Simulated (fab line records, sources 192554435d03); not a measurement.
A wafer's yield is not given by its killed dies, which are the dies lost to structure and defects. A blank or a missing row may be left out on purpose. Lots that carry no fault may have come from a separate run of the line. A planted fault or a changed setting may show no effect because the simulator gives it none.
fab line records    flow n5_finfet
record: lots: 7  wafers: 21
route steps=1938 shown SD_ACTIVATION@331 SDB@353 GATE_CUT@479 MOL_CONTACT_COAG@565 BEOL_M0_SAQP@635
start_h: start of the lot's first displayed wafer, in hours after the record's first day    wait_h: hours since the lot's step before    " as in the row above    L1.1+2: a row that stands for several wafers    - no value present, or no start provided    * or withheld: withheld    < > ~ a bound
route shown NAME@n: a module of which the file shows steps, and the number in the route of the first    usual: mean and standard deviation over wafers with no fault    same: alike in all rows    chamber/n: place in a boat    sites: per-site readings    _std_site: their standard deviation    _edge_site: inner sites' mean taken away from outer sites' mean    radius_mm: for every site, how far away it sits from the centre of the wafer    mask NAME#n: copy n    behind: the tool/chamber that last shaped the wafer    hold: cause of the lot's hold/its duration in hours/its outcome    device: transistor that didn't switch, given as n, p or np    end of line: tests run on the same wafers once the route is complete    step lacking rows: just its recipe    killed: dies that structure and defects cost at the first sort, which is not the same as the wafer's yield    map: a wafer's dies, marking killed ones x, the rest . and places with no die _
set.NAME: the setting as run; set.NAME@STEP: as run at that earlier step    model.NAME: the simulator's own value behind a step, which no gauge read
lots run with intentionally changed settings; tables by step, rows by wafer
== steps ==
step: N5_SD_ACTIVATION_LSA_01
recipe: temp_c: 1080  time_s: 0.0008  ambient: N2
usual: wafer_temp_C_max: 1084.5/1.2
lot.wafer  tool             chamber  start_h  wait_h  set.temp_c  wafer_temp_C_max
L075.3     laser_anneal-02  0        65.55    0.2     1080        1084.1
L075.4     "                0        "        "       1080        1083.9
L075.6     "                0        "        "       1080        1083.5
L081.2     laser_anneal-02  0        102.60   0.2     1067        1069.7
L081.3     "                0        "        "       1080        1083.5
L081.4     "                0        "        "       1067        1069.2
L083.2     laser_anneal-02  0        117.16   0.2     1080        1083.7
L083.3     "                0        "        "       1100        1104.2
L083.5     "                0        "        "       1080        1083.6
L087.1     laser_anneal-02  0        141.43   0.2     1080        1082.9
L087.2     "                0        "        "       1080        1082.6
L087.5     "                0        "        "       1080        1082.1
L089.2     laser_anneal-02  0        148.56   0.2     1091        1094.2
L089.3     "                0        "        "       1080        1083.8
L089.4     "                0        "        "       1091        1095.6
L091.3     laser_anneal-02  0        162.43   0.2     1080        1084.0
L091.5     "                0        "        "       1080        1085.2
L091.6     "                0        "        "       1080        1084.1
L097.3     laser_anneal-01  0        199.67   0.2     1098        1103.8
L097.4     "                0        "        "       1080        1084.8
L097.5     "                0        "        "       1080        1085.4
step: N5_SD_ACTIVATION_RS_MEAS_03
recipe: thk_meas_gauge: four-point-probe
usual: RS_SD_N: 21.92/0.28  RS_SD_P: 56.0/0.9
lot.wafer  tool           chamber  start_h  wait_h  set.temp_c@SD_EPI_P_EPI_21  set.temp_c@SD_ACTIVATION_LSA_01  RS_SD_N[ohm/sq]  RS_SD_P[ohm/sq]
L075.3     film_metro-01  -        65.74    0.2     547.6                       1080                             22.06            59.0
L075.4     "              -        "        "       550                         1080                             21.86            56.3
L075.6     "              -        "        "       550                         1080                             21.85            56.1
L081.2     film_metro-01  -        102.79   0.2     550                         1067                             23.48            57.1
L081.3     "              -        "        "       550                         1080                             21.62            58.9
L081.4     "              -        "        "       550                         1067                             23.45            58.5
L083.2     film_metro-02  -        117.35   0.2     550                         1080                             21.83            57.4
L083.3     "              -        "        "       553.6                       1100                             19.93            52.1
L083.5     "              -        "        "       550                         1080                             21.62            56.8
L087.1     film_metro-01  -        141.63   0.2     550                         1080                             21.97            54.2
L087.2     "              -        "        "       550                         1080                             21.68            55.4
L087.5     "              -        "        "       550                         1080                             21.78            55.2
L089.2     film_metro-02  -        148.75   0.2     548.3                       1091                             20.35            57.5
L089.3     "              -        "        "       550                         1080                             21.92            55.9
L089.4     "              -        "        "       548.3                       1091                             20.27            57.9
L091.3     film_metro-02  -        162.62   0.2     550                         1080                             21.78            55.9
L091.5     "              -        "        "       550                         1080                             22.14            56.1
L091.6     "              -        "        "       550                         1080                             21.97            57.3
L097.3     film_metro-01  -        199.85   0.2     550                         1098                             20.19            54.9
L097.4     "              -        "        "       550                         1080                             22.06            54.9
L097.5     "              -        "        "       548.3                       1080                             22.21            57.3
step: N5_SDB_EXPOSE_08
recipe: mask_id: SDB  na: 1.35  source_shape: conventional  sigma_outer: 0.5  polarization: unpolarized  dose_mj: 49.6
lot.wafer   tool             chamber  start_h  wait_h  mask   set.dose_mj
L075.3+4    arfi_scanner-01  0        74.17    -       SDB#0  52.13
L075.6      "                0        "        "       SDB#0  49.6
L081.2+3    arfi_scanner-02  0        109.73   -       SDB#0  52.28
L081.4      "                0        "        "       SDB#0  49.6
L083.2      arfi_scanner-02  0        124.28   -       SDB#0  49.6
L083.3+5    "                0        "        "       SDB#0  51.8
L087.1+2+5  arfi_scanner-01  0        148.60   -       SDB#0  49.6
L089.2+3+4  arfi_scanner-03  0        155.95   -       SDB#0  49.6
L091.3+6    arfi_scanner-01  0        169.54   -       SDB#0  48.52
L091.5      "                0        "        "       SDB#0  49.6
L097.3      arfi_scanner-02  0        208.90   -       SDB#0  46.61
L097.4+5    "                0        "        "       SDB#0  49.6
step: N5_SDB_PEB_09
recipe: peb_temp_c: withheld  peb_time_s: 60  resist: CAR-ArF
step: N5_SDB_DEVELOP_10
recipe: develop_time_s: 30  developer: TMAH  resist: CAR-ArF  rinse_liquid: diw  dry: air_spin  dev_temp_c: 23
step: N5_SDB_CD_MEAS_11
recipe: target_cd_nm: 50  landing_energy_ev: 500  detector: se_inlens  polarity: opening
usual: cd_nm: 50.4/0.87
lot.wafer  tool       chamber  start_h  wait_h  set.dose_mj@SDB_EXPOSE_08  cd_nm
L075.3     cd_sem-01  0        74.28    -       52.13                      55.4
L075.4     "          0        "        "       52.13                      56.6
L075.6     "          0        "        "       49.6                       51.0
L081.2     cd_sem-01  0        109.85   -       52.28                      56.3
L081.3     "          0        "        "       52.28                      55.6
L081.4     "          0        "        "       49.6                       51.1
L083.2     cd_sem-02  0        124.40   -       49.6                       51.7
L083.3     "          0        "        "       51.8                       57.0
L083.5     "          0        "        "       51.8                       55.5
L087.1     cd_sem-03  0        148.72   -       49.6                       49.0
L087.2     "          0        "        "       49.6                       50.2
L087.5     "          0        "        "       49.6                       49.7
L089.2     cd_sem-03  0        156.07   -       49.6                       50.5
L089.3     "          0        "        "       49.6                       50.2
L089.4     "          0        "        "       49.6                       50.0
L091.3     cd_sem-02  0        169.65   -       48.52                      48.3
L091.5     "          0        "        "       49.6                       51.4
L091.6     "          0        "        "       48.52                      48.8
L097.3     cd_sem-03  0        209.02   -       46.61                      43.0
L097.4     "          0        "        "       49.6                       49.7
L097.5     "          0        "        "       49.6                       49.9
step: N5_GATE_CUT_COAT_35
recipe: resist: SiARC  temp_c: 220  time_s: 60  spin_rpm: 1500  resist_thk_nm: 10
lot.wafer   tool            chamber  start_h  wait_h  set.spin_rpm  model.SiARC_of_GATE_CUT_COAT_35.thk_nm
L075.3+4    litho_track-04  0        -        -       1500          10
L075.6      "               0        "        "       1411          10.4
L081.2+4    litho_track-03  0        -        -       1500          10
L081.3      "               0        "        "       1651          9.6
L083.2      litho_track-03  0        -        -       1441          10.2
L083.3+5    "               0        "        "       1500          10
L087.1+2+5  litho_track-05  0        -        -       1500          10
L089.2+3+4  litho_track-03  0        -        -       1500          10
L091.3+5    litho_track-04  0        -        -       1500          10
L091.6      "               0        "        "       1552          9.8
L097.3+4    litho_track-03  0        -        -       1500          10
L097.5      "               0        "        "       1630          9.6
step: N5_GATE_CUT_EXPOSE_10
recipe: mask_id: GATE_CUT  na: 0.33  source_shape: annular  sigma_inner: 0.35  sigma_outer: 0.8  polarization: unpolarized  target_cd_nm: 20  dose_mj: 43.25
lot.wafer   tool            chamber  start_h  wait_h  mask        set.dose_mj
L075.3+4+6  euv_scanner-02  0        92.91    -       GATE_CUT#0  41.93
L081.2      euv_scanner-02  0        126.74   -       GATE_CUT#0  40.86
L081.3+4    "               0        "        "       GATE_CUT#0  43.25
L083.2+3+5  euv_scanner-01  0        142.72   -       GATE_CUT#0  43.25
L087.1+2+5  euv_scanner-01  0        166.35   -       GATE_CUT#0  43.25
L089.2+4    euv_scanner-02  0        172.75   -       GATE_CUT#0  40.65
L089.3      "               0        "        "       GATE_CUT#0  43.25
L091.3+5    euv_scanner-02  0        186.51   -       GATE_CUT#0  44.14
L091.6      "               0        "        "       GATE_CUT#0  43.25
L097.3      euv_scanner-01  0        227.22   -       GATE_CUT#0  43.25
L097.4+5    "               0        "        "       GATE_CUT#0  42.41
step: N5_GATE_CUT_PEB_11
recipe: peb_temp_c: 100  peb_time_s: 60  resist: CAR-EUV
step: N5_GATE_CUT_DEVELOP_12
recipe: develop_time_s: 30  developer: TMAH  resist: CAR-EUV  rinse_liquid: surfactant_rinse  dry: air_spin  dev_temp_c: 23
step: N5_GATE_CUT_CD_MEAS_13
recipe: target_cd_nm: 20  landing_energy_ev: 500  detector: se_inlens
usual: cd_nm: 20.03/0.26
lot.wafer  tool       chamber  start_h  wait_h  set.dose_mj@GATE_CUT_EXPOSE_10  cd_nm
L075.3     cd_sem-02  0        93.03    -       41.93                           19.46
L075.4     "          0        "        "       41.93                           19.47
L075.6     "          0        "        "       41.93                           19.19
L081.2     cd_sem-01  0        126.87   -       40.86                           18.38
L081.3     "          0        "        "       43.25                           19.58
L081.4     "          0        "        "       43.25                           20.44
L083.2     cd_sem-03  0        142.85   -       43.25                           19.84
L083.3     "          0        "        "       43.25                           20.21
L083.5     "          0        "        "       43.25                           20.03
L087.1     cd_sem-02  0        166.48   -       43.25                           19.84
L087.2     "          0        "        "       43.25                           20.48
L087.5     "          0        "        "       43.25                           19.96
L089.2     cd_sem-01  0        172.88   -       40.65                           18.90
L089.3     "          0        "        "       43.25                           20.37
L089.4     "          0        "        "       40.65                           18.77
L091.3     cd_sem-01  0        186.63   -       44.14                           20.57
L091.5     "          0        "        "       44.14                           20.45
L091.6     "          0        "        "       43.25                           20.11
L097.3     cd_sem-02  0        227.34   -       43.25                           19.89
L097.4     "          0        "        "       42.41                           19.58
L097.5     "          0        "        "       42.41                           19.36
step: N5_GATE_CUT_DESCUM_18
recipe: chemistry: O2  time_s: 7  source_power_w: 50  bias_power_w: 20  pressure_mtorr: 20  rf_frequency_hz: 2.712e+07  temp_c: 40  resist: CAR-EUV  o2_flow_sccm: 225
lot.wafer  tool         chamber  start_h  wait_h  set.dose_mj@GATE_CUT_EXPOSE_10  model.GATE_CUT.cd_nm
L075.3+6   rie_diel-01  3,2      93.15    0.0     41.93                           19.2
L075.4     "            2        "        "       41.93                           19.4
L081.2     rie_diel-04  0        127.07   0.1     40.86                           18.6
L081.3     "            1        "        "       43.25                           19.8
L081.4     "            1        "        "       43.25                           20
L083.2+5   rie_diel-01  1,0      142.97   0.0     43.25                           20
L083.3     "            0        "        "       43.25                           20.2
L087.1     rie_diel-03  2        166.66   0.1     43.25                           20
L087.2+5   "            3,2      "        "       43.25                           20.2
L089.2+4   rie_diel-01  3,0      173.00   0.0     40.65                           18.8
L089.3     "            1        "        "       43.25                           20.2
L091.3     rie_diel-01  1        186.85   0.1     44.14                           20.6
L091.5     "            1        "        "       44.14                           20.8
L091.6     "            3        "        "       43.25                           20.2
L097.3     rie_diel-01  0        228.30   0.9     43.25                           20
L097.4     "            2        "        "       42.41                           19.4
L097.5     "            1        "        "       42.41                           19.2
step: N5_GATE_CUT_ETCH_28
recipe: chemistry: N2/H2  target: underlayer  target_depth_a: 130  mask_material: CAR-EUV  time_s: 10.4  ion_energy_ev: 200  pressure_mtorr: 30  source_w: 840  bias_w: 150  n2_flow_sccm: 200  h2_flow_sccm: 200  ends: cleared
step: N5_GATE_CUT_ETCH_36
recipe: chemistry: CF4  target: SiARC  target_depth_a: 130  mask_material: CAR-EUV  time_s: 21.7  ion_energy_ev: 80  pressure_mtorr: 40  source_w: 545  bias_w: 36  Ar_flow_sccm: 100  cf4_flow_sccm: 100  ends: cleared
usual: etch_rf_on_time_s: 21.63/0.3
lot.wafer  tool         chamber  start_h  wait_h  set.spin_rpm@GATE_CUT_COAT_35  set.dose_mj@GATE_CUT_EXPOSE_10  etch_rf_on_time_s  model.GATE_CUT.cd_nm  model.etch.depth_nm
L075.3     rie_diel-01  3        93.20    0.0     1500                           41.93                           21.62              19.2                  10.03
L075.4     "            2        "        "       1500                           41.93                           21.82              19.4                  10.03
L075.6     "            2        "        "       1411                           41.93                           22.59              19.2                  10.35
L081.2     rie_diel-04  0        127.13   0.0     1500                           40.86                           21.77              18.6                  10.09
L081.3     "            1        "        "       1651                           43.25                           20.70              19.8                  9.582
L081.4     "            1        "        "       1500                           43.25                           21.86              20                    10.03
L083.2     rie_diel-01  1        143.03   0.0     1441                           43.25                           22.42              20                    10.25
L083.3     "            0        "        "       1500                           43.25                           21.43              20.2                  10.04
L083.5     "            0        "        "       1500                           43.25                           21.58              20                    10.04
L087.1     rie_diel-03  2        166.72   0.0     1500                           43.25                           21.47              20.2                  10.02
L087.2     "            3        "        "       1500                           43.25                           21.56              20.2                  10.02
L087.5     "            2        "        "       1500                           43.25                           21.61              20.2                  9.989
L089.2     rie_diel-01  3        173.06   0.0     1500                           40.65                           21.70              18.8                  10.05
L089.3     "            1        "        "       1500                           43.25                           21.27              20                    10.03
L089.4     "            0        "        "       1500                           40.65                           21.14              18.6                  10.01
L091.3     rie_diel-01  1        186.91   0.0     1500                           44.14                           21.15              20.6                  10.03
L091.5     "            1        "        "       1500                           44.14                           21.19              20.6                  10.01
L091.6     "            3        "        "       1552                           43.25                           21.27              20.2                  9.88
L097.3     rie_diel-01  0        228.35   0.0     1500                           43.25                           21.38              20                    10.09
L097.4     "            2        "        "       1500                           42.41                           21.29              19.4                  10.06
L097.5     "            1        "        "       1630                           42.41                           20.44              19.2                  9.656
step: N5_GATE_CUT_ETCH_37
recipe: chemistry: N2/H2  target: SOC  target_depth_a: 600  overetch_a: 120  mask_material: SiARC  temp_c: 40  time_s: 90  ion_energy_ev: 200  pressure_mtorr: 30  source_w: 840  bias_w: 150  n2_flow_sccm: 200  h2_flow_sccm: 200
lot.wafer   tool         chamber  start_h  wait_h  set.spin_rpm@GATE_CUT_COAT_35  model.SiARC_of_GATE_CUT_COAT_35.thk_nm
L075.3      rie_diel-01  3        93.23    0.0     1500                           5.8
L075.4      "            2        "        "       1500                           6
L075.6      "            2        "        "       1411                           6.4
L081.2      rie_diel-04  0        127.15   0.0     1500                           6.2
L081.3      "            1        "        "       1651                           5.6
L081.4      "            1        "        "       1500                           6
L083.2      rie_diel-01  1        143.05   0.0     1441                           6.2
L083.3+5    "            0        "        "       1500                           6
L087.1+2+5  rie_diel-03  2,3,2    166.74   0.0     1500                           6
L089.2+3+4  rie_diel-01  3,1,0    173.08   0.0     1500                           6
L091.3+5    rie_diel-01  1        186.93   0.0     1500                           5.8
L091.6      "            3        "        "       1552                           5.8
L097.3+4    rie_diel-01  0,2      228.38   0.0     1500                           6
L097.5      "            1        "        "       1630                           5.6
step: N5_GATE_CUT_STRIP_38
recipe: chemistry: N2/H2  temp_c: 40  n2_flow_sccm: 200  h2_flow_sccm: 200  rf_frequency_hz: 6e+07
step: N5_GATE_CUT_STRIP_39
recipe: chemistry: N2/H2  temp_c: 40  n2_flow_sccm: 200  h2_flow_sccm: 200  rf_frequency_hz: 6e+07
step: N5_GATE_CUT_HM_OPEN_40
recipe: chemistry: C4F6/O2  target: SiO2  mask_material: SiARC  target_depth_a: 1390  time_s: 85.1  ion_energy_ev: 250  pressure_mtorr: 30  source_w: 345  bias_w: 185  Ar_flow_sccm: 300  C4F6_flow_sccm: 10  O2_flow_sccm: 10  ends: cleared
lot.wafer  tool         chamber  start_h  wait_h  set.dose_mj@GATE_CUT_EXPOSE_10  model.GATE_CUT.cd_nm
L075.3+4   rie_diel-01  3,2      93.31    0.0     41.93                           19.4
L075.6     "            2        "        "       41.93                           19.2
L081.2     rie_diel-04  0        127.24   0.0     40.86                           19
L081.3+4   "            1        "        "       43.25                           20.2
L083.2     rie_diel-01  1        143.14   0.0     43.25                           20
L083.3+5   "            0        "        "       43.25                           20.2
L087.1     rie_diel-03  2        166.83   0.0     43.25                           20
L087.2+5   "            3,2      "        "       43.25                           20.2
L089.2+4   rie_diel-01  3,0      173.16   0.0     40.65                           18.8
L089.3     "            1        "        "       43.25                           20
L091.3     rie_diel-01  1        187.02   0.0     44.14                           20.4
L091.5     "            1        "        "       44.14                           20.6
L091.6     "            3        "        "       43.25                           20.2
L097.3     rie_diel-01  0        228.46   0.0     43.25                           20.2
L097.4+5   "            2,1      "        "       42.41                           19.4
step: N5_MOL_CONTACT_COAG_COAT_76
recipe: resist: SiARC  temp_c: 220  time_s: 60  spin_rpm: 1500  resist_thk_nm: 10
lot.wafer   tool            chamber  start_h  wait_h  set.spin_rpm  model.SiARC_of_MOL_CONTACT_COAG_COAT_76.thk_nm
L075.3      litho_track-05  0        -        -       1500          10
L075.4+6    "               0        "        "       1571          9.8
L081.2+3    litho_track-01  0        -        -       1500          10
L081.4      "               0        "        "       1456          10.2
L083.2+3+5  litho_track-01  0        -        -       1500          10
L087.1+2+5  litho_track-01  0        -        -       1500          10
L089.2+3+4  litho_track-01  0        -        -       1500          10
L091.3+5    litho_track-02  0        -        -       1500          10
L091.6      "               0        "        "       1611          9.6
L097.3      litho_track-01  0        -        -       1599          9.8
L097.4      "               0        "        "       1500          10
L097.5      "               0        "        "       1599          9.6
step: N5_MOL_CONTACT_COAG_COAT_77
recipe: resist: underlayer  temp_c: 205  time_s: 60  spin_rpm: 1500  resist_thk_nm: 10
step: N5_MOL_CONTACT_COAG_COAT_78
recipe: resist: CAR-EUV  spin_rpm: 1500  resist_thk_nm: 40
step: N5_MOL_CONTACT_COAG_DESCUM_88
recipe: chemistry: O2  time_s: 7  source_power_w: 50  bias_power_w: 20  pressure_mtorr: 20  rf_frequency_hz: 2.712e+07  temp_c: 40  resist: CAR-EUV  o2_flow_sccm: 225
step: N5_MOL_CONTACT_COAG_ETCH_89
recipe: chemistry: N2/H2  target: underlayer  target_depth_a: 130  mask_material: CAR-EUV  time_s: 10.4  ion_energy_ev: 200  pressure_mtorr: 30  source_w: 840  bias_w: 150  n2_flow_sccm: 200  h2_flow_sccm: 200  ends: cleared
step: N5_MOL_CONTACT_COAG_ETCH_90
recipe: chemistry: CF4  target: SiARC  target_depth_a: 130  mask_material: CAR-EUV  time_s: 21.7  ion_energy_ev: 80  pressure_mtorr: 40  source_w: 545  bias_w: 36  Ar_flow_sccm: 100  cf4_flow_sccm: 100  ends: cleared
lot.wafer  tool         chamber  start_h  wait_h  set.spin_rpm@MOL_CONTACT_COAG_COAT_76  model.etch.depth_nm
L075.3     rie_diel-05  1        107.02   0.0     1500                                   10
L075.4     "            3        "        "       1571                                   9.768
L075.6     "            1        "        "       1571                                   9.739
L081.2     rie_diel-06  1        141.28   0.0     1500                                   10.02
L081.3     "            3        "        "       1500                                   9.995
L081.4     "            1        "        "       1456                                   10.16
L083.2     rie_diel-06  3        157.18   0.0     1500                                   9.981
L083.3     "            2        "        "       1500                                   9.98
L083.5     "            0        "        "       1500                                   9.965
L087.1     rie_diel-06  2        181.46   0.0     1500                                   9.98
L087.2     "            0        "        "       1500                                   10
L087.5     "            3        "        "       1500                                   9.982
L089.2     rie_diel-02  2        188.32   0.0     1500                                   10
L089.3+4   "            1,0      "        "       1500                                   10.02
L091.3     rie_diel-02  1        203.10   0.0     1500                                   9.998
L091.5     "            0        "        "       1500                                   10.02
L091.6     "            1        "        "       1611                                   9.675
L097.3     rie_diel-02  2        243.01   0.0     1599                                   9.721
L097.4     "            3        "        "       1500                                   10
L097.5     "            1        "        "       1599                                   9.693
step: N5_MOL_CONTACT_COAG_ETCH_67
recipe: chemistry: N2/H2  target: SOC  target_depth_a: 600  overetch_a: 210  mask_material: SiARC  temp_c: 40  time_s: 101.2  ion_energy_ev: 200  pressure_mtorr: 30  source_w: 840  bias_w: 150  n2_flow_sccm: 200  h2_flow_sccm: 200
usual: rf_vpp_V: 524.7/2.7
lot.wafer  tool         chamber  start_h  wait_h  set.source_w  rf_vpp_V
L075.3     rie_diel-05  2        108.56   0.0     840           519.7
L075.4     "            2        "        "       840           520.1
L075.6     "            1        "        "       752.6         545.0
L081.2     rie_diel-02  1        143.21   0.0     966.3         503.4
L081.3     "            0        "        "       840           522.5
L081.4     "            2        "        "       840           525.5
L083.2     rie_diel-05  2        158.98   0.0     918.8         513.4
L083.3     "            1        "        "       840           525.9
L083.5     "            3        "        "       918.8         510.1
L087.1     rie_diel-05  2        184.10   0.0     840           527.7
L087.2     "            3        "        "       840           525.7
L087.5     "            3        "        "       840           524.4
L089.2     rie_diel-06  2        191.21   0.0     840           520.8
L089.3     "            0        "        "       840           522.7
L089.4     "            3        "        "       840           528.9
L091.3     rie_diel-06  3        205.36   0.0     729.6         553.8
L091.5     "            2        "        "       840           520.5
L091.6     "            1        "        "       840           529.1
L097.3     rie_diel-02  2        245.10   0.0     840           527.0
L097.4     "            1        "        "       840           527.8
L097.5     "            3        "        "       840           523.7
step: N5_MOL_CONTACT_COAG_VIA_ETCH_117
recipe: chemistry: C4F6/O2  target_depth_a: 400  overetch_a: 80  mask_material: SOC  target: SiO2  bias_w: 455  pressure_mtorr: 10  time_s: 26  source_w: 325  Ar_flow_sccm: 300  C4F6_flow_sccm: 10  O2_flow_sccm: 10  ion_energy_ev: 575.3  ends: end_point
usual: rf_vpp_V: 1598/17
lot.wafer  tool         chamber  start_h  wait_h  set.bias_w  rf_vpp_V
L075.3     rie_diel-05  2        108.68   0.0     455         1572
L075.4     "            2        "        "       401.7       1433
L075.6     "            1        "        "       401.7       1481
L081.2     rie_diel-02  1        143.33   0.0     494         1699
L081.3     "            0        "        "       494         1699
L081.4     "            2        "        "       455         1619
L083.2     rie_diel-05  2        159.10   0.0     422.1       1510
L083.3     "            1        "        "       455         1625
L083.5     "            3        "        "       455         1597
L087.1     rie_diel-05  2        184.22   0.0     455         1599
L087.2     "            3        "        "       455         1597
L087.5     "            3        "        "       455         1596
L089.2     rie_diel-06  2        191.33   0.0     421.9       1500
L089.3     "            0        "        "       421.9       1478
L089.4     "            3        "        "       455         1613
L091.3     rie_diel-06  3        205.48   0.0     377.8       1402
L091.5     "            2        "        "       455         1585
L091.6     "            1        "        "       377.8       1400
L097.3     rie_diel-02  2        245.22   0.0     455         1615
L097.4     "            1        "        "       455         1595
L097.5     "            3        "        "       494.1       1697
step: N5_BEOL_M0_SAQP_PECVD_03
recipe: material: SiCN  target_thk_a: 120  temp_c: withheld  precursor: 3MS/NH3  pressure_torr: 3  rf_w: 202  time_s: 21.1
lot.wafer  tool      chamber  start_h  wait_h  set.time_s  model.SiCN_of_BEOL_M0_SAQP_PECVD_03.thk_nm
L075.3     pecvd-02  2        114.32   0.1     21.1        11.8
L075.4     "         2        "        "       21.1        12
L075.6     "         0        "        "       21.1        12.2
L081.2     pecvd-03  1        148.27   0.1     21.1        12.2
L081.3     "         0        "        "       19.16       11
L081.4     "         1        "        "       19.16       11.2
L083.2     pecvd-03  2        169.27   0.1     21.1        11.8
L083.3+5   "         0        "        "       21.1        12.2
L087.1     pecvd-03  0        190.95   0.1     21.1        12
L087.2+5   "         1,0      "        "       21.1        12.2
L089.2+3   pecvd-01  1,2      197.82   0.1     21.1        11.8
L089.4     "         1        "        "       21.1        12
L091.3+6   pecvd-02  0        210.53   0.1     21.1        12
L091.5     "         1        "        "       24.01       13.6
L097.3+5   pecvd-01  0        251.59   0.1     23.64       13.4
L097.4     "         2        "        "       21.1        12.2
== key ==
split: step: N5_SD_ACTIVATION_LSA_01  setting: temp_c  stated: 1080  by: wafer
response: step: N5_SD_ACTIVATION_LSA_01  reading: wafer_temp_C_max  change: *  per: 1%  r: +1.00
response: step: N5_SD_ACTIVATION_RS_MEAS_03  reading: RS_SD_N  change: -1.2  per: 1%  r: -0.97
split: step: N5_SDB_EXPOSE_08  setting: dose_mj  stated: 49.6  by: wafer
response: step: N5_SDB_CD_MEAS_11  reading: cd_nm  change: +1.03  per: 1%  r: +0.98
split: step: N5_GATE_CUT_COAT_35  setting: spin_rpm  stated: 1500  by: wafer
response: step: N5_GATE_CUT_COAT_35  reading: model.SiARC_of_GATE_CUT_COAT_35.thk_nm  change: -0.0474  per: 1%  r: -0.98
response: step: N5_GATE_CUT_ETCH_36  reading: etch_rf_on_time_s  change: *  per: 1%  r: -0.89
response: step: N5_GATE_CUT_ETCH_36  reading: model.etch.depth_nm  change: -0.0484  per: 1%  r: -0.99
response: step: N5_GATE_CUT_ETCH_37  reading: model.SiARC_of_GATE_CUT_COAT_35.thk_nm  change: -0.0512  per: 1%  r: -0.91
split: step: N5_GATE_CUT_EXPOSE_10  setting: dose_mj  stated: 43.25  by: wafer
response: step: N5_GATE_CUT_CD_MEAS_13  reading: cd_nm  change: +0.266  per: 1%  r: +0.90
response: step: N5_GATE_CUT_DESCUM_18  reading: model.GATE_CUT.cd_nm  change: +0.241  per: 1%  r: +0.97
response: step: N5_GATE_CUT_ETCH_36  reading: model.GATE_CUT.cd_nm  change: +0.23  per: 1%  r: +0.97
response: step: N5_GATE_CUT_HM_OPEN_40  reading: model.GATE_CUT.cd_nm  change: +0.214  per: 1%  r: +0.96
split: step: N5_MOL_CONTACT_COAG_COAT_76  setting: spin_rpm  stated: 1500  by: wafer
response: step: N5_MOL_CONTACT_COAG_COAT_76  reading: model.SiARC_of_MOL_CONTACT_COAG_COAT_76.thk_nm  change: -0.0501  per: 1%  r: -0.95
response: step: N5_MOL_CONTACT_COAG_ETCH_90  reading: model.etch.depth_nm  change: -0.0467  per: 1%  r: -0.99
split: step: N5_MOL_CONTACT_COAG_ETCH_67  setting: source_w  stated: 840  by: wafer
response: step: N5_MOL_CONTACT_COAG_ETCH_67  reading: rf_vpp_V  change: -1.83  per: 1%  r: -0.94
split: step: N5_MOL_CONTACT_COAG_VIA_ETCH_117  setting: bias_w  stated: 455  by: wafer
response: step: N5_MOL_CONTACT_COAG_VIA_ETCH_117  reading: rf_vpp_V  change: +11.2  per: 1%  r: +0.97
split: step: N5_BEOL_M0_SAQP_PECVD_03  setting: time_s  stated: 21.1  by: wafer
response: step: N5_BEOL_M0_SAQP_PECVD_03  reading: model.SiCN_of_BEOL_M0_SAQP_PECVD_03.thk_nm  change: +0.111  per: 1%  r: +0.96
split outside_this_file step=N5_SD_EPI_P_EPI_21 setting=temp_c
split outside_this_file: this setting was split too, and the file shows its column; the key of that split is in another file
